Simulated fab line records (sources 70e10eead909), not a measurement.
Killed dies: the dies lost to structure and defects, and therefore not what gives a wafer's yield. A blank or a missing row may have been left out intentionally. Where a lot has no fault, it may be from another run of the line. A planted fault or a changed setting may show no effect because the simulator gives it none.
fab line records	flow nand-harc
record: lots: 12	wafers: 36	last-day: 25
route steps=1159 shown P_GATE@175 END@1159
lots untouched by any fault: they come from a run of this same line in which no faults occurred
start-h: hours from the record's first day to the start of the lot's first wafer shown	wait-h: hours from the lot's prior step to this one	" unchanged from the row above	L1.1+2: several wafers, shown together as one row	- no value, or no start given	* or withheld: withheld	< > ~ a bound
route shown NAME@n: a module of which the file shows steps, and the number in the route of the first	usual: the fault-free wafers' mean and standard deviation	same: alike in all rows	chamber/n: place in a boat	sites: the reading at each site	_std_site: their standard deviation	_edge_site: inner sites' mean taken away from outer sites' mean	radius-mm: for every site, how far away it sits from the centre of the wafer	mask NAME#n: copy n	behind: the most recent tool/chamber to have shaped the wafer	hold: why the lot was held/for how many hours/how that ended	device: whichever transistor did not switch (one of n, p or np)	end of line: tests of these same wafers at the route's end	step lacking rows: just its recipe	killed: at the first sort, the dies lost to defects and structure; wafer yield is something else	map: per-die view of a wafer (x killed, . not killed, _ where there is no die)
set.NAME: the setting the step ran with; set.NAME@STEP: the setting that earlier step ran with	model.NAME: the simulator's own value behind a step, which no gauge read
steps of the route over a sample of lots; a table a step, a row a wafer
services: when a tool's chamber went out of use (start-h, in hours from the record's first day, below 0 if earlier), for how many hours, and the reason
== steps ==
step: NHARC_P_GATE_STRIP_75
recipe: power-w: 1500	temp-c: 250	chemistry: O2
usual: drypump-motor-current-A: 5.69/0.2	heater-power-w: 329/23
lot.wafer	tool	chamber	start-h	wait-h	drypump-motor-current-A	heater-power-w	rf-hours-counter-h
L824.1	plasma-asher-02	0	105.23	0.3	5.71	339	29
L824.2	"	1	"	"	5.79	365	29
L824.5	"	1	"	"	5.76	361	-
L825.1	plasma-asher-02	0	105.60	0.3	5.72	344	30
L825.3	"	1	"	"	5.73	367	-
L825.6	"	0	"	"	5.71	348	-
L827.2	plasma-asher-02	1	121.08	0.2	5.77	364	34
L827.3	"	0	"	"	5.71	351	-
L827.5	"	1	"	"	5.75	379	-
L828.2	plasma-asher-01	1	121.43	0.2	5.94	305	3
L828.3	"	0	"	"	5.37	317	-
L828.5	"	0	"	"	5.38	327	-
L826.2	plasma-asher-02	0	125.62	0.2	5.69	349	36
L826.3	"	1	"	"	5.72	361	-
L826.5	"	1	"	"	5.76	363	-
L830.1	plasma-asher-01	1	135.49	0.2	5.92	296	9
L830.4	"	0	"	"	5.38	324	-
L830.6	"	0	"	"	5.39	312	-
L841.2	plasma-asher-01	0	199.01	0.3	5.42	317	31
L841.4	"	0	"	"	5.45	310	-
L841.3	"	1	"	"	5.88	306	-
L840.1	plasma-asher-02	1	199.32	0.2	5.79	354	2
L840.3	"	0	"	"	5.70	329	-
L840.4	"	1	"	"	5.74	350	-
L843.2	plasma-asher-02	0	216.58	0.3	5.71	326	6
L843.4	"	1	"	"	5.76	354	-
L843.5	"	1	"	"	5.76	358	-
L842.3	plasma-asher-01	0	216.78	0.2	5.42	315	-
L842.4	"	1	"	"	5.88	307	-
L842.5	"	1	"	"	5.88	308	-
L844.2	plasma-asher-01	0	221.58	0.3	5.37	319	37
L844.1	"	1	"	"	5.89	302	37
L844.3	"	0	"	"	5.40	316	-
L847.3	plasma-asher-01	1	240.44	0.2	5.92	298	-
L847.6	"	1	"	"	5.92	299	-
L847.5	"	0	"	"	5.41	324	-
step: NHARC_P_GATE_EXPOSE_88
recipe: na: 0.6	target-cd-nm: 2000	dose-mj: 11.87	mask-id: P_HVN
usual: exposure-dose-mJ-cm2: 11.869/0.012	reticle-temp-C: 23.02/0.11
lot.wafer	tool	chamber	start-h	wait-h	mask	exposure-dose-mJ-cm2	reticle-temp-C
L824.1	krf-scanner-01	0	107.81	-	P_HVN#0	11.871	22.97
L824.2	"	0	"	"	P_HVN#0	11.858	22.94
L824.5	"	0	"	"	P_HVN#0	11.852	23.08
L825.1	krf-scanner-01	0	108.43	-	P_HVN#0	11.858	23.11
L825.3	"	0	"	"	P_HVN#0	11.839	22.94
L825.6	"	0	"	"	P_HVN#0	11.844	22.97
L827.2	krf-scanner-01	0	123.42	-	P_HVN#0	11.861	23.02
L827.3	"	0	"	"	P_HVN#0	11.877	23.04
L827.5	"	0	"	"	P_HVN#0	11.869	23.13
L828.2	krf-scanner-02	0	123.92	-	P_HVN#0	11.869	22.97
L828.3	"	0	"	"	P_HVN#0	11.858	22.95
L828.5	"	0	"	"	P_HVN#0	11.871	22.99
L826.2	krf-scanner-02	0	128.09	-	P_HVN#0	11.858	23.28
L826.3	"	0	"	"	P_HVN#0	11.860	23.11
L826.5	"	0	"	"	P_HVN#0	11.878	23.10
L830.1	krf-scanner-01	0	137.97	-	P_HVN_R1#0	11.880	23.24
L830.4	"	0	"	"	P_HVN_R1#0	11.884	23.20
L830.6	"	0	"	"	P_HVN_R1#0	11.875	23.21
L841.2	krf-scanner-01	0	201.51	-	P_HVN#0	11.877	22.92
L841.3	"	0	"	"	P_HVN#0	11.871	22.91
L841.4	"	0	"	"	P_HVN#0	11.886	23.08
L840.1	krf-scanner-04	0	201.79	-	P_HVN#0	11.882	22.95
L840.3	"	0	"	"	P_HVN#0	11.882	23.08
L840.4	"	0	"	"	P_HVN#0	11.887	22.96
L843.2	krf-scanner-01	0	218.94	-	P_HVN#0	11.890	22.89
L843.4	"	0	"	"	P_HVN#0	11.872	22.99
L843.5	"	0	"	"	P_HVN#0	11.859	23.03
L842.3	krf-scanner-01	0	219.17	-	P_HVN#0	11.855	22.94
L842.4	"	0	"	"	P_HVN#0	11.863	22.93
L842.5	"	0	"	"	P_HVN#0	11.869	22.76
L844.1	krf-scanner-01	0	223.97	-	P_HVN#0	11.883	23.02
L844.2	"	0	"	"	P_HVN#0	11.908	22.86
L844.3	"	0	"	"	P_HVN#0	11.883	22.90
L847.3	krf-scanner-04	0	242.84	-	P_HVN#0	11.885	23.02
L847.5	"	0	"	"	P_HVN#0	11.863	22.94
L847.6	"	0	"	"	P_HVN#0	11.890	22.92
step: NHARC_P_GATE_CD_MEAS_91
recipe: target-cd-nm: 2000	landing-energy-ev: 500
usual: cd-nm: 1999.4/2
lot.wafer	tool	chamber	start-h	wait-h	hold	cd-nm
L824.1	cd-sem-01	0	107.97	-	-	2001.4
L824.2	"	0	"	"	-	2001.4
L824.5	"	0	"	"	-	2000.7
L825.1	cd-sem-02	0	108.58	-	-	1999.8
L825.3	"	0	"	"	-	1996.1
L825.6	"	0	"	"	-	1996.3
L827.2	cd-sem-01	0	123.57	-	-	2001.8
L827.3	"	0	"	"	-	2000.8
L827.5	"	0	"	"	-	2000.0
L828.2	cd-sem-01	0	124.07	-	-	1998.6
L828.3	"	0	"	"	-	2001.9
L828.5	"	0	"	"	-	1998.0
L826.2	cd-sem-01	0	128.24	-	-	1997.5
L826.3	"	0	"	"	-	2001.4
L826.5	"	0	"	"	-	2000.1
L830.1	cd-sem-03	0	138.12	-	await-dispo/0.2h/release	1873.4
L830.4	"	0	"	"	await-dispo/0.2h/release	1875.4
L830.6	"	0	"	"	await-dispo/0.2h/release	1877.0
L830.1	cd-sem-03	0	-	-	-	1873.4
L830.4	"	0	"	"	-	1875.2
L830.6	"	0	"	"	-	1876.7
L841.2	cd-sem-01	0	201.66	-	-	2001.0
L841.3	"	0	"	"	-	2003.1
L841.4	"	0	"	"	-	2001.3
L840.1	cd-sem-01	0	201.95	-	-	1996.4
L840.3	"	0	"	"	-	1996.2
L840.4	"	0	"	"	-	1996.7
L843.2	cd-sem-02	0	219.10	-	-	1998.3
L843.4	"	0	"	"	-	1999.0
L843.5	"	0	"	"	-	1998.1
L842.3	cd-sem-01	0	219.32	-	-	2000.4
L842.4	"	0	"	"	-	1998.8
L842.5	"	0	"	"	-	1996.1
L844.1	cd-sem-01	0	224.12	-	-	1997.8
L844.2	"	0	"	"	-	1998.6
L844.3	"	0	"	"	-	1998.7
L847.3	cd-sem-01	0	242.99	-	-	1998.0
L847.5	"	0	"	"	-	1996.0
L847.6	"	0	"	"	-	1997.9
step: NHARC_P_GATE_STRIP_113
recipe: power-w: 1500	temp-c: 110	time-s: 740	chemistry: N2/H2
usual: drypump-motor-current-A: 5.70/0.18	heater-power-w: 88/6
lot.wafer	tool	chamber	start-h	wait-h	drypump-motor-current-A	heater-power-w	rf-hours-counter-h
L824.1	plasma-asher-01	0	108.53	0.2	5.45	84	0
L824.2	"	1	"	"	5.93	84	0
L824.5	"	1	"	"	5.92	81	-
L825.1	plasma-asher-02	0	109.26	0.3	5.71	93	31
L825.3	"	1	"	"	5.75	98	-
L825.6	"	1	"	"	5.72	98	-
L827.2	plasma-asher-02	0	124.10	0.2	5.70	94	35
L827.3	"	1	"	"	5.76	97	-
L827.5	"	1	"	"	5.77	99	-
L828.2	plasma-asher-01	1	124.93	0.5	5.94	82	4
L828.3	"	1	"	"	5.92	81	-
L828.5	"	0	"	"	5.42	84	-
L826.2	plasma-asher-02	1	129.07	0.4	5.74	98	37
L826.3	"	0	"	"	5.71	94	-
L826.5	"	1	"	"	5.77	99	-
L841.2	plasma-asher-01	1	202.31	0.3	5.89	82	33
L841.4	"	0	"	"	5.42	84	-
L841.3	"	1	"	"	5.89	82	-
L840.1	plasma-asher-02	0	202.62	0.3	5.73	88	3
L840.3	"	1	"	"	5.75	91	-
L840.4	"	0	"	"	5.71	87	-
L843.2	plasma-asher-01	1	219.76	0.3	5.93	81	36
L843.4	"	1	"	"	5.92	79	-
L843.5	"	1	"	"	5.92	80	-
L842.3	plasma-asher-02	0	220.11	0.4	5.69	87	-
L842.4	"	1	"	"	5.72	95	-
L842.5	"	0	"	"	5.73	88	-
L844.1	plasma-asher-01	0	224.69	0.2	5.39	89	38
L844.2	"	1	"	"	5.92	79	38
L844.3	"	0	"	"	5.41	85	-
L847.3	plasma-asher-01	0	243.75	0.4	5.44	84	-
L847.6	"	0	"	"	5.43	84	-
L847.5	"	1	"	"	5.93	81	-
step: NHARC_P_GATE_STRIP_95
recipe: power-w: 1500	temp-c: 250	chemistry: O2
usual: drypump-motor-current-A: 5.70/0.18	heater-power-w: 331/22
lot.wafer	tool	chamber	start-h	wait-h	drypump-motor-current-A	heater-power-w	rf-hours-counter-h
L824.1	plasma-asher-01	0	109.23	0.6	5.38	318	1
L824.2	"	1	"	"	5.89	305	1
L824.5	"	1	"	"	5.89	298	-
L825.1	plasma-asher-02	0	109.87	0.5	5.70	358	32
L825.3	"	1	"	"	5.75	369	-
L825.6	"	1	"	"	5.74	372	-
L827.2	plasma-asher-02	0	124.81	0.6	5.73	338	35
L827.3	"	1	"	"	5.75	351	-
L827.5	"	1	"	"	5.77	351	-
L828.2	plasma-asher-01	1	125.54	0.5	5.89	305	5
L828.3	"	1	"	"	5.91	297	-
L828.5	"	0	"	"	5.41	317	-
L826.2	plasma-asher-02	1	129.69	0.5	5.72	368	38
L826.3	"	0	"	"	5.72	349	-
L826.5	"	1	"	"	5.75	367	-
L841.2	plasma-asher-01	1	202.93	0.5	5.92	311	33
L841.4	"	0	"	"	5.42	322	-
L841.3	"	1	"	"	5.92	304	-
L840.1	plasma-asher-02	0	203.23	0.5	5.71	324	4
L840.3	"	1	"	"	5.78	357	-
L840.4	"	0	"	"	5.72	333	-
L843.2	plasma-asher-01	1	220.37	0.5	5.97	313	37
L843.4	"	1	"	"	5.95	299	-
L843.5	"	1	"	"	5.94	306	-
L842.3	plasma-asher-02	0	220.62	0.4	5.70	339	-
L842.4	"	1	"	"	5.79	355	-
L842.5	"	0	"	"	5.72	323	-
L844.1	plasma-asher-01	0	225.40	0.6	5.43	309	39
L844.2	"	1	"	"	5.91	295	39
L844.3	"	0	"	"	5.39	328	-
L847.3	plasma-asher-01	0	244.25	0.4	5.38	311	-
L847.6	"	0	"	"	5.38	314	-
L847.5	"	1	"	"	5.90	301	-
step: NHARC_END_SORT_01
recipe: temp-c: 25
usual: defect-limited-yield: 95.2/1.6	killed-at-array: 29/11	killed-at-other: 0.6/0.75	killed-at-periphery: 3.1/2.1	killed-dies: 32/11	killed-open: 3.0/1.8	killed-short: 1.8/1.3	sort_bin_2_pct: 1.5/0.7	sort_bin_3_pct: 0.26/0.22	sort_bin_4_pct: 3.0/1	sort-n-pass: 645/11	sort-rim-yield-pct: 94.9/3	sort-yield-pct: 95.2/1.6
same: gross-dies: 677	sort_bin_5_pct[%]: 0	sort_bin_6_pct[%]: 0	sort_bin_7_pct[%]: 0	sort_bin_8_pct[%]: 0	sort-rim-n-gross: 106.00
lot.wafer	tool	chamber	start-h	wait-h	defect-limited-yield[%]	killed-at-array	killed-at-other	killed-at-periphery	killed-dies	killed-open	killed-short	sort_bin_2_pct[%]	sort_bin_3_pct[%]	sort_bin_4_pct[%]	sort-n-pass	sort-rim-yield-pct[%]	sort-yield-pct[%]
L825.1	prober-02	0	451.08	2.5	96.3	23	0	2	25	4	2	0.7	0	3.0	652	97.2	96.3
L825.3	prober-02	0	452.69	3.1	95.6	27	1	2	30	5	2	1.0	0.15	3.2	647	96.2	95.6
L825.6	prober-02	0	455.10	4.0	96.3	24	0	1	25	2	3	1.5	0.30	1.9	652	92.5	96.3
L828.2	prober-01	0	451.94	2.8	96.0	25	1	1	27	1	0	1.6	0	2.4	650	98.1	96.0
L828.3	prober-01	0	452.74	3.1	93.8	40	1	1	42	3	1	1.6	0.30	4.3	635	96.2	93.8
L828.5	prober-01	0	454.33	3.7	95.1	32	0	1	33	2	1	1.3	0.59	3.0	644	91.5	95.1
L827.2	prober-02	0	459.77	2.8	94.5	31	0	6	37	7	4	2.4	0.15	3.0	640	96.2	94.5
L827.3	prober-02	0	460.56	3.1	96.9	18	0	3	21	2	1	1.3	0.15	1.6	656	99.1	96.9
L827.5	prober-02	0	462.15	3.7	95.6	26	0	4	30	5	2	1.3	0.30	2.8	647	97.2	95.6
L824.1	prober-01	0	466.83	2.6	98.2	10	0	2	12	1	0	0.3	0.15	1.3	665	99.1	98.2
L824.2	prober-01	0	467.63	2.9	97.2	11	0	8	19	4	5	0.9	0.15	1.8	658	98.1	97.2
L824.5	prober-01	0	470.02	3.7	97.2	14	1	4	19	5	1	0.4	0	2.4	658	97.2	97.2
L826.2	prober-02	0	467.54	2.8	97.0	13	0	7	20	4	2	1.0	0.15	1.8	657	97.2	97.0
L826.3	prober-02	0	468.33	3.1	97.3	14	0	4	18	2	1	0.6	0.15	1.9	659	95.3	97.3
L826.5	prober-02	0	469.92	3.7	96.8	22	0	0	22	1	4	0.9	0.44	1.9	655	93.4	96.8
L840.1	prober-02	0	522.66	2.5	92.2	49	2	2	53	2	4	1.5	0.15	6.2	624	95.3	92.2
L840.3	prober-02	0	524.26	3.1	93.5	38	2	4	44	4	3	2.4	0.59	3.5	633	97.2	93.5
L840.4	prober-02	0	525.06	3.4	94.8	33	0	2	35	3	1	1.6	0.15	3.4	642	94.3	94.8
L841.2	prober-02	0	543.40	2.8	94.7	32	0	4	36	5	3	1.9	0.15	3.2	641	95.3	94.7
L841.3	prober-02	0	544.19	3.1	96.2	25	0	1	26	3	2	1.3	0.30	2.2	651	95.3	96.2
L841.4	prober-02	0	544.99	3.4	94.2	36	1	2	39	4	1	2.5	0.30	3.0	638	94.3	94.2
L842.3	prober-01	0	549.39	3.1	96.5	24	0	0	24	4	2	0.6	0.30	2.7	653	97.2	96.5
L842.4	prober-01	0	550.18	3.4	96.0	21	1	5	27	11	0	0.9	0	3.1	650	98.1	96.0
L842.5	prober-01	0	550.97	3.7	96.9	17	0	4	21	6	1	0.9	0.15	2.1	656	96.2	96.9
L843.2	prober-02	0	551.11	2.8	92.5	48	1	2	51	5	3	2.5	0.59	4.4	626	89.6	92.5
L843.4	prober-02	0	552.71	3.4	93.1	46	0	1	47	4	4	2.4	0.30	4.3	630	88.7	93.1
L843.5	prober-02	0	553.52	3.7	91.4	51	2	5	58	8	0	2.8	0.59	5.2	619	89.6	91.4
L844.1	prober-02	0	567.03	2.5	91.0	54	0	7	61	5	2	2.7	0.44	5.9	616	92.5	91.0
L844.2	prober-02	0	567.83	2.8	93.1	38	2	7	47	4	2	3.0	0.30	3.7	630	88.7	93.1
L844.3	prober-02	0	568.63	3.1	91.6	48	0	9	57	3	3	2.8	0.30	5.3	620	90.6	91.6
L847.3	prober-02	0	591.10	3.1	95.9	23	2	3	28	1	1	0.6	0.30	3.2	649	96.2	95.9
L847.5	prober-02	0	592.70	3.7	95.0	27	0	7	34	5	2	1.3	0.15	3.5	643	93.4	95.0
L847.6	prober-02	0	593.50	4.0	95.7	21	1	7	29	6	1	1.6	0	2.7	648	98.1	95.7
killed by level:class
L825.1 A_CHANNEL_HOLE_D1:chamber-film-flake=10 A_CONTACT:chamber-film-flake=5 A_SLIT:chamber-film-flake=3 A_CONTACT:geometric-particle:open=2 P_CONTACT:geometric-particle:open=1 P_M1:geometric-particle:short=1 A_CHANNEL_HOLE_D1:geometric-particle:short=1 A_M0:geometric-particle:open=1
L828.2 A_SLIT:chamber-film-flake=13 A_CHANNEL_HOLE_D1:chamber-film-flake=8 A_CONTACT:chamber-film-flake=2 A_WL_FILL:geometric-particle:open=1 P_STI:chamber-film-flake=1 A_WL_FILL:chamber-film-flake=1 THIN_TSV:chamber-film-flake=1
L825.3 A_CHANNEL_HOLE_D1:chamber-film-flake=13 A_CONTACT:chamber-film-flake=4 A_SLIT:chamber-film-flake=3 A_WL_FILL:geometric-particle:open=2 A_CONTACT:geometric-particle:open=2 A_ZERO_WELL:chamber-film-flake=2 P_M0:geometric-particle:open=1 P_M0:geometric-particle:short=1
L828.3 A_SLIT:chamber-film-flake=14 A_CHANNEL_HOLE_D1:chamber-film-flake=13 A_WL_FILL:chamber-film-flake=8 A_CONTACT:chamber-film-flake=2 P_GATE:geometric-particle:open=1 A_CONTACT:geometric-particle:open=1 A_BLC:geometric-particle:open=1 A_M0:geometric-particle:short=1
L828.5 A_CHANNEL_HOLE_D1:chamber-film-flake=15 A_SLIT:chamber-film-flake=12 A_CHANNEL_FILL_D1:geometric-particle:short=1 A_BLC:geometric-particle:open=1 A_M0:geometric-particle:open=1 P_ZERO_WELL:chamber-film-flake=1 A_WL_FILL:chamber-film-flake=1 A_CONTACT:chamber-film-flake=1
L825.6 A_CHANNEL_HOLE_D1:chamber-film-flake=9 A_SLIT:chamber-film-flake=4 A_CONTACT:chamber-film-flake=4 A_CONTACT:geometric-particle:open=2 A_ONON_D1:geometric-particle:short=1 A_SGD_CUT:geometric-particle:short=1 A_CONTACT:geometric-particle:short=1 P_ZERO_WELL:chamber-film-flake=1
L827.2 A_SLIT:chamber-film-flake=16 A_CONTACT:chamber-film-flake=3 A_SGD_CUT:geometric-particle:open=2 A_WL_FILL:geometric-particle:short=2 P_GATE:chamber-film-flake=2 A_CHANNEL_FILL_D1:chamber-film-flake=2 P_STI:geometric-particle:open=1 P_M0:geometric-particle:open=1
L827.3 A_SLIT:chamber-film-flake=9 A_CONTACT:geometric-particle:open=2 P_GATE:chamber-film-flake=2 A_CHANNEL_HOLE_D1:chamber-film-flake=2 A_CONTACT:chamber-film-flake=2 P_CONTACT:geometric-particle:short=1 A_ZERO_WELL:chamber-film-flake=1 A_STAIRCASE:chamber-film-flake=1
L827.5 A_SLIT:chamber-film-flake=11 A_CHANNEL_HOLE_D1:chamber-film-flake=5 P_M0:geometric-particle:open=2 A_CONTACT:chamber-film-flake=2 A_ONON_D1:geometric-particle:short=1 A_ONON_D1:geometric-particle:open=1 A_WL_FILL:geometric-particle:short=1 A_CONTACT:geometric-particle:open=1
L824.1 A_CHANNEL_HOLE_D1:chamber-film-flake=3 A_STAIRCASE:chamber-film-flake=2 A_M1:geometric-particle:open=1 P_M0:chamber-film-flake=1 P_M2:chamber-film-flake=1 A_ZERO_WELL:chamber-film-flake=1 A_CHANNEL_FILL_D1:chamber-film-flake=1 A_SLIT:chamber-film-flake=1
L826.2 A_CHANNEL_HOLE_D1:chamber-film-flake=8 P_CONTACT:geometric-particle:open=3 A_CONTACT:chamber-film-flake=3 P_CONTACT:chamber-film-flake=2 P_GATE:geometric-particle:short=1 P_CONTACT:geometric-particle:short=1 A_M0:geometric-particle:open=1 A_WL_FILL:chamber-film-flake=1
L824.2 P_STI:chamber-film-flake=3 A_CONTACT:chamber-film-flake=3 P_STI:geometric-particle:open=1 P_CONTACT:geometric-particle:open=1 P_CONTACT:geometric-particle:short=1 P_M1:geometric-particle:open=1 A_ONON_D1:geometric-particle:short=1 A_CHANNEL_FILL_D1:geometric-particle:short=1
L826.3 A_CHANNEL_HOLE_D1:chamber-film-flake=10 A_CONTACT:chamber-film-flake=2 P_CONTACT:geometric-particle:open=1 A_STAIRCASE:geometric-particle:short=1 A_SGD_CUT:geometric-particle:open=1 P_ZERO_WELL:chamber-film-flake=1 P_STI:chamber-film-flake=1 P_CONTACT:chamber-film-flake=1
L826.5 A_CHANNEL_HOLE_D1:chamber-film-flake=13 A_WL_FILL:chamber-film-flake=2 A_ONON_D1:geometric-particle:short=1 A_CHANNEL_HOLE_D1:geometric-particle:open=1 A_STAIRCASE:geometric-particle:short=1 A_WL_FILL:geometric-particle:short=1 A_CONTACT:geometric-particle:short=1 A_STAIRCASE:chamber-film-flake=1
L824.5 A_WL_FILL:chamber-film-flake=4 P_M2:chamber-film-flake=2 A_CONTACT:chamber-film-flake=2 P_CONTACT:geometric-particle:open=1 A_SOURCE_PLATE:geometric-particle:short=1 A_ONON_D1:geometric-particle:open=1 A_BLC:geometric-particle:open=1 A_M0:geometric-particle:open=1
L840.1 A_SLIT:chamber-film-flake=21 A_STAIRCASE:chamber-film-flake=8 A_CHANNEL_HOLE_D1:chamber-film-flake=6 A_CONTACT:chamber-film-flake=5 A_CHANNEL_HOLE_D1:geometric-particle:short=2 A_CHANNEL_FILL_D1:chamber-film-flake=2 A_ONON_D1:geometric-particle:open=1 A_SGD_CUT:geometric-particle:short=1
L840.3 A_SLIT:chamber-film-flake=13 A_CHANNEL_HOLE_D1:chamber-film-flake=6 A_CONTACT:chamber-film-flake=6 A_WL_FILL:chamber-film-flake=5 P_STI:geometric-particle:short=2 A_CONTACT:geometric-particle:open=2 A_STAIRCASE:chamber-film-flake=2 THIN_TSV:chamber-film-flake=2
L840.4 A_SLIT:chamber-film-flake=16 A_CHANNEL_HOLE_D1:chamber-film-flake=7 A_CONTACT:chamber-film-flake=4 A_BONDPAD:chamber-film-flake=2 P_M1:geometric-particle:open=1 A_ONON_D1:geometric-particle:short=1 A_CHANNEL_FILL_D1:geometric-particle:open=1 A_M1:geometric-particle:open=1
L841.2 A_CHANNEL_HOLE_D1:chamber-film-flake=15 A_STAIRCASE:chamber-film-flake=5 P_CONTACT:geometric-particle:open=3 A_M0:geometric-particle:open=2 A_SLIT:chamber-film-flake=2 A_WL_FILL:chamber-film-flake=2 A_CONTACT:chamber-film-flake=2 A_WL_FILL:geometric-particle:short=1
L841.3 A_CHANNEL_HOLE_D1:chamber-film-flake=15 A_STAIRCASE:chamber-film-flake=4 P_M2:geometric-particle:open=1 A_CHANNEL_FILL_D1:geometric-particle:open=1 A_CHANNEL_FILL_D1:geometric-particle:short=1 A_WL_FILL:geometric-particle:short=1 A_BLC:geometric-particle:open=1 A_CONTACT:chamber-film-flake=1
L841.4 A_CHANNEL_HOLE_D1:chamber-film-flake=22 A_STAIRCASE:chamber-film-flake=6 A_SLIT:chamber-film-flake=2 A_WL_FILL:chamber-film-flake=2 P_CONTACT:geometric-particle:open=1 P_M0:geometric-particle:open=1 A_BLC:geometric-particle:open=1 A_M0:geometric-particle:open=1
L842.3 A_CHANNEL_HOLE_D1:chamber-film-flake=11 A_STAIRCASE:chamber-film-flake=5 A_CHANNEL_FILL_D1:geometric-particle:open=3 A_CONTACT:chamber-film-flake=2 A_CHANNEL_FILL_D1:geometric-particle:short=1 A_CONTACT:geometric-particle:open=1 A_M1:geometric-particle:short=1
L842.4 A_CONTACT:chamber-film-flake=5 A_CHANNEL_HOLE_D1:chamber-film-flake=4 P_CONTACT:geometric-particle:open=3 A_STAIRCASE:chamber-film-flake=3 A_CONTACT:geometric-particle:open=2 P_GATE:geometric-particle:open=1 A_SOURCE_PLATE:geometric-particle:open=1 A_CHANNEL_FILL_D1:geometric-particle:open=1
L842.5 A_CHANNEL_HOLE_D1:chamber-film-flake=7 A_CONTACT:chamber-film-flake=5 P_CONTACT:geometric-particle:open=3 A_STAIRCASE:chamber-film-flake=2 P_STI:geometric-particle:open=1 A_CHANNEL_FILL_D1:geometric-particle:short=1 A_CONTACT:geometric-particle:open=1 A_BLC:geometric-particle:open=1
L843.2 A_CHANNEL_HOLE_D1:chamber-film-flake=16 A_SLIT:chamber-film-flake=15 A_CONTACT:chamber-film-flake=8 A_ONON_D1:geometric-particle:open=3 A_STAIRCASE:chamber-film-flake=2 P_GATE:geometric-particle:open=1 P_CONTACT:geometric-particle:short=1 A_ONON_D1:geometric-particle:short=1
L843.4 A_SLIT:chamber-film-flake=16 A_CHANNEL_HOLE_D1:chamber-film-flake=14 A_CONTACT:chamber-film-flake=6 P_CONTACT:geometric-particle:open=1 A_ONON_D1:geometric-particle:open=1 A_ONON_D1:geometric-particle:short=1 A_STAIRCASE:geometric-particle:short=1 A_WL_FILL:geometric-particle:short=1
L843.5 A_CHANNEL_HOLE_D1:chamber-film-flake=20 A_SLIT:chamber-film-flake=17 A_CONTACT:chamber-film-flake=8 A_WL_FILL:geometric-particle:open=2 A_STAIRCASE:chamber-film-flake=2 THIN_TSV:chamber-film-flake=2 P_STI:geometric-particle:open=1 P_M0:geometric-particle:open=1
L844.1 A_SLIT:chamber-film-flake=22 A_CHANNEL_HOLE_D1:chamber-film-flake=19 P_M1:chamber-film-flake=5 A_STAIRCASE:chamber-film-flake=4 A_CHANNEL_FILL_D1:geometric-particle:short=2 A_M0:geometric-particle:open=2 P_CONTACT:geometric-particle:open=1 P_M2:geometric-particle:open=1
L844.2 A_CHANNEL_HOLE_D1:chamber-film-flake=15 A_SLIT:chamber-film-flake=14 P_M1:chamber-film-flake=5 A_M0:geometric-particle:open=2 A_STAIRCASE:chamber-film-flake=2 A_WL_FILL:chamber-film-flake=2 P_CONTACT:geometric-particle:short=1 A_CONTACT:geometric-particle:short=1
L844.3 A_SLIT:chamber-film-flake=22 A_CHANNEL_HOLE_D1:chamber-film-flake=15 P_M1:chamber-film-flake=6 A_CHANNEL_FILL_D1:geometric-particle:short=3 A_STAIRCASE:chamber-film-flake=3 A_M1:chamber-film-flake=2 P_CONTACT:geometric-particle:open=1 P_M1:geometric-particle:open=1
L847.3 A_CHANNEL_HOLE_D1:chamber-film-flake=9 A_SGD_CUT:chamber-film-flake=6 P_STI:chamber-film-flake=3 A_STAIRCASE:chamber-film-flake=3 A_CONTACT:chamber-film-flake=2 THIN_TSV:chamber-film-flake=2 A_CONTACT:geometric-particle:short=1 A_CONTACT:geometric-particle:open=1
L847.5 A_CHANNEL_HOLE_D1:chamber-film-flake=9 A_SGD_CUT:chamber-film-flake=6 A_CONTACT:chamber-film-flake=5 P_STI:chamber-film-flake=4 A_WL_FILL:geometric-particle:open=2 A_STAIRCASE:chamber-film-flake=2 P_M0:geometric-particle:open=1 P_M1:geometric-particle:short=1
L847.6 A_CHANNEL_HOLE_D1:chamber-film-flake=9 A_SGD_CUT:chamber-film-flake=5 P_STI:chamber-film-flake=4 A_CHANNEL_FILL_D1:geometric-particle:open=2 A_STAIRCASE:chamber-film-flake=2 P_CONTACT:geometric-particle:short=1 P_CONTACT:geometric-particle:open=1 P_M0:geometric-particle:open=1
== services ==
tool	chamber	start-h	hours	kind
krf-scanner-01	-	84.00	4.0	pm
plasma-asher-01	-	99.00	9.0	pm
plasma-asher-01	0	99.00	9.0	vent-cycle
plasma-asher-01	1	99.00	9.0	vent-cycle
plasma-asher-01	0	108.00	-	clean
plasma-asher-01	1	108.00	-	clean
krf-scanner-04	-	141.88	4.0	pm
krf-scanner-01	0	143.31	-	calibration
krf-scanner-04	0	146.23	-	calibration
plasma-asher-01	-	167.84	1.9	repair
plasma-asher-02	-	183.29	9.0	pm
plasma-asher-02	0	183.29	9.0	vent-cycle
plasma-asher-02	1	183.29	9.0	vent-cycle
krf-scanner-02	-	184.54	10.1	repair
plasma-asher-02	0	192.29	-	clean
plasma-asher-02	1	192.29	-	clean
krf-scanner-02	0	201.57	-	calibration
krf-scanner-02	-	210.00	4.0	pm
krf-scanner-04	-	213.53	7.6	repair
plasma-asher-02	-	243.47	2.7	repair
== key ==
first-sign: step: NHARC_P_GATE_EXPOSE_88	reading: mask	direction: changed
effect: step: NHARC_P_GATE_CD_MEAS_91	reading: visit	direction: added
effect: step: NHARC_P_GATE_CD_MEAS_91	reading: cd-nm	direction: down	sigmas: 63	usual: 1999.4	struck: 1875.3
met-at NHARC_P_GATE_EXPOSE_88
struck-lots L830
scrapped-behind NHARC_P_GATE_CD_MEAS_91 L830.1,L830.4,L830.6
not-acting-at NHARC_P_GATE_STRIP_75,NHARC_P_GATE_STRIP_113,NHARC_P_GATE_STRIP_95
onset-between 123.42 137.97
fault: kind: wrong-mask	tool: any	chamber: -	onset-h: 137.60	steps: NHARC_P_GATE_EXPOSE_88	aux-copy: P_HVN_R1#0	cd-offset-nm: -125.28	scope: struck-lots-only
